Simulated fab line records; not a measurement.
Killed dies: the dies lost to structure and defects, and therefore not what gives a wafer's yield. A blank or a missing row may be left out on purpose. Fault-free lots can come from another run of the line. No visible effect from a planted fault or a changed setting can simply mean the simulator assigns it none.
Chamber matching -- flow n5Finfet -- N5_HKMG_FIN_STRIP_89 on rieDiel-05: 4 sister chambers
The step strips SOC in N2/H2, time 20 s. 4 wafers are shown with their chamber, then 9 later ones without.

== WAFERS WITH THEIR CHAMBER ==
wafer,chamber,showerheadPlenumPTorr (Torr)
L085.1,3,3.47
L085.6,0,3.45
L086.5,2,3.46
L086.6,1,3.19

== WAFERS WHOSE CHAMBER IS MISSING ==
wafer,showerheadPlenumPTorr (Torr)
L089.1,3.45
L089.2,3.47
L089.3,3.45
L090.3,3.44
L090.5,3.45
L090.6,3.44
L096.3,3.59
L096.4,3.44
L096.6,3.59

== WHICH CHAMBER EACH WENT THROUGH ==
wafer,from the rows above,in truth
L089.1,can't be placed: 0 or 2 or 3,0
L089.2,can't be placed: 3 or 2 or 0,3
L089.3,can't be placed: 0 or 2 or 3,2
L090.3,can't be placed: 0 or 2 or 3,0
L090.5,can't be placed: 0 or 2 or 3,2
L090.6,can't be placed: 0 or 2 or 3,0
L096.3,can't be placed: 3 or 2 or 0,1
L096.4,can't be placed: 0 or 2 or 3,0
L096.6,can't be placed: 3 or 2 or 0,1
Placed correctly: 0 of 9. From these rows, 9 cannot be placed; in 7 the true chamber is one of the candidates. 0 placed wrongly.
How it was worked out, from the rows above alone: a wafer's distance from a chamber is the root of the sum, over the readings, of the square of ((its reading less the chamber's mean) divided by the reading's scatter). The wafer belongs to the nearest chamber; if the next one is less than 2 further off, it can't be placed. For every chamber, the mean is computed from those of its wafers that are shown. The scatter (one wafer shown for each chamber): square how far every hidden wafer sits from the nearest shown wafer, average those squares and take the square root.
